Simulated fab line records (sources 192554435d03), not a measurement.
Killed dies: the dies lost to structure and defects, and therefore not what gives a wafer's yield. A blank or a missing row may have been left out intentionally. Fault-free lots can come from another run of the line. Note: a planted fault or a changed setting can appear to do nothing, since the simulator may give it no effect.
Split-lot study :: flow n5-finfet :: 21 wafers read from 7 lots, route of 1938 steps

## ON THE SPLIT
At N5_BEOL_M10_COAT_22 (resist thk 90 nm), the setting spin-rpm was moved away from the recipe's 1500 rpm on 8 of the 21 wafers read, by -7.1% to +8.5%. All remaining wafers had this setting at the recipe value.

The reading comes from the split's own step.

## THE READING
CAR-ArF_of_BEOL_M10_COAT_22.thk-nm (the simulator's own value, which no gauge read), in nm, at N5_BEOL_M10_COAT_22 (resist thk 90 nm). There is no usual value for it anywhere in the file. Here, 13 wafers ran the recipe; their average is 89.8 nm with a standard deviation of 0.2 nm.

wafer: L076.3
tool, chamber at the split: litho-track-03, 0
spin-rpm as run, rpm: 1500
against the recipe: recipe
CAR-ArF_of_BEOL_M10_COAT_22.thk-nm, nm: 89.6
against lot-mates on the recipe: -

wafer: L076.4
tool, chamber at the split: litho-track-03, 0
spin-rpm as run, rpm: 1500
against the recipe: recipe
CAR-ArF_of_BEOL_M10_COAT_22.thk-nm, nm: 89.8
against lot-mates on the recipe: -

wafer: L076.5
tool, chamber at the split: litho-track-03, 0
spin-rpm as run, rpm: 1500
against the recipe: recipe
CAR-ArF_of_BEOL_M10_COAT_22.thk-nm, nm: 89.8
against lot-mates on the recipe: -

wafer: L078.2
tool, chamber at the split: litho-track-02, 0
spin-rpm as run, rpm: 1500
against the recipe: recipe
CAR-ArF_of_BEOL_M10_COAT_22.thk-nm, nm: 90
against lot-mates on the recipe: -

wafer: L078.3
tool, chamber at the split: litho-track-02, 0
spin-rpm as run, rpm: 1500
against the recipe: recipe
CAR-ArF_of_BEOL_M10_COAT_22.thk-nm, nm: 90
against lot-mates on the recipe: -

wafer: L078.4
tool, chamber at the split: litho-track-02, 0
spin-rpm as run, rpm: 1500
against the recipe: recipe
CAR-ArF_of_BEOL_M10_COAT_22.thk-nm, nm: 90
against lot-mates on the recipe: -

wafer: L080.2
tool, chamber at the split: litho-track-04, 0
spin-rpm as run, rpm: 1500
against the recipe: recipe
CAR-ArF_of_BEOL_M10_COAT_22.thk-nm, nm: 89.8
against lot-mates on the recipe: -

wafer: L080.3
tool, chamber at the split: litho-track-04, 0
spin-rpm as run, rpm: 1393
against the recipe: -7.1%
CAR-ArF_of_BEOL_M10_COAT_22.thk-nm, nm: 93.4
against lot-mates on the recipe: +3.6

wafer: L080.4
tool, chamber at the split: litho-track-04, 0
spin-rpm as run, rpm: 1393
against the recipe: -7.1%
CAR-ArF_of_BEOL_M10_COAT_22.thk-nm, nm: 93.6
against lot-mates on the recipe: +3.8

wafer: L083.2
tool, chamber at the split: litho-track-04, 0
spin-rpm as run, rpm: 1628
against the recipe: +8.5%
CAR-ArF_of_BEOL_M10_COAT_22.thk-nm, nm: 86.6
against lot-mates on the recipe: -3.4

wafer: L083.3
tool, chamber at the split: litho-track-04, 0
spin-rpm as run, rpm: 1500
against the recipe: recipe
CAR-ArF_of_BEOL_M10_COAT_22.thk-nm, nm: 90
against lot-mates on the recipe: -

wafer: L083.6
tool, chamber at the split: litho-track-04, 0
spin-rpm as run, rpm: 1628
against the recipe: +8.5%
CAR-ArF_of_BEOL_M10_COAT_22.thk-nm, nm: 86.8
against lot-mates on the recipe: -3.2

wafer: L084.1
tool, chamber at the split: litho-track-02, 0
spin-rpm as run, rpm: 1626
against the recipe: +8.4%
CAR-ArF_of_BEOL_M10_COAT_22.thk-nm, nm: 86.6
against lot-mates on the recipe: -3.4

wafer: L084.3
tool, chamber at the split: litho-track-02, 0
spin-rpm as run, rpm: 1626
against the recipe: +8.4%
CAR-ArF_of_BEOL_M10_COAT_22.thk-nm, nm: 86.6
against lot-mates on the recipe: -3.4

wafer: L084.2
tool, chamber at the split: litho-track-02, 0
spin-rpm as run, rpm: 1500
against the recipe: recipe
CAR-ArF_of_BEOL_M10_COAT_22.thk-nm, nm: 90
against lot-mates on the recipe: -

wafer: L087.1
tool, chamber at the split: litho-track-03, 0
spin-rpm as run, rpm: 1500
against the recipe: recipe
CAR-ArF_of_BEOL_M10_COAT_22.thk-nm, nm: 90
against lot-mates on the recipe: -

wafer: L087.2
tool, chamber at the split: litho-track-03, 0
spin-rpm as run, rpm: 1564
against the recipe: +4.3%
CAR-ArF_of_BEOL_M10_COAT_22.thk-nm, nm: 88.2
against lot-mates on the recipe: -1.8

wafer: L087.4
tool, chamber at the split: litho-track-03, 0
spin-rpm as run, rpm: 1564
against the recipe: +4.3%
CAR-ArF_of_BEOL_M10_COAT_22.thk-nm, nm: 88.2
against lot-mates on the recipe: -1.8

wafer: L090.1
tool, chamber at the split: litho-track-03, 0
spin-rpm as run, rpm: 1500
against the recipe: recipe
CAR-ArF_of_BEOL_M10_COAT_22.thk-nm, nm: 89.6
against lot-mates on the recipe: -

wafer: L090.2
tool, chamber at the split: litho-track-03, 0
spin-rpm as run, rpm: 1500
against the recipe: recipe
CAR-ArF_of_BEOL_M10_COAT_22.thk-nm, nm: 89.6
against lot-mates on the recipe: -

wafer: L090.3
tool, chamber at the split: litho-track-03, 0
spin-rpm as run, rpm: 1500
against the recipe: recipe
CAR-ArF_of_BEOL_M10_COAT_22.thk-nm, nm: 89.4
against lot-mates on the recipe: -

FIT RESULTS
A straight line over all 21 wafers: CAR-ArF_of_BEOL_M10_COAT_22.thk-nm changes by -0.419 nm for each +1% of spin-rpm; r = -0.99; the points scatter about the line by 0.3 nm.
The same after taking each lot's own level away (the mean of its wafers on the recipe; 21 wafers): -0.436 nm for each +1%; r = -0.99; scatter 0.22 nm.
The reading moves by 3.7 nm for the largest change in spin-rpm, on that fit.
The lots' own levels span 89.53 to 90.00 nm, that is 2.3 times the standard deviation above.
The two slopes are in agreement: the lot-to-lot level therefore moves the slope only a little.
Check: for one of the wafers moved furthest among these (+8.5%), held out of the fit, the line's prediction against its lot-mates is -3.63 nm. Against them it came out at -3.4 nm.

## OTHER SPLITS ON THESE WAFERS
Other splits were also applied to these wafers ahead of the reading. Each is held against what the fit with the lots' levels taken away leaves over:
other split on the same wafers: N5_BEOL_M8_COAT_22 spin-rpm
wafers away from the commonest value: 5
r with CAR-ArF_of_BEOL_M10_COAT_22.thk-nm (lot level and that fit taken away): +0.16

other split on the same wafers: N5_BEOL_M9_COAT_05 spin-rpm
wafers away from the commonest value: 10
r with CAR-ArF_of_BEOL_M10_COAT_22.thk-nm (lot level and that fit taken away): +0.42

other split on the same wafers: N5_BEOL_M10_COAT_63 spin-rpm
wafers away from the commonest value: 4
r with CAR-ArF_of_BEOL_M10_COAT_22.thk-nm (lot level and that fit taken away): -0.01

## FILE'S OWN FIT
CAR-ArF_of_BEOL_M10_COAT_22.thk-nm changes by -0.427 nm for each +1% of spin-rpm, r = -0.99.
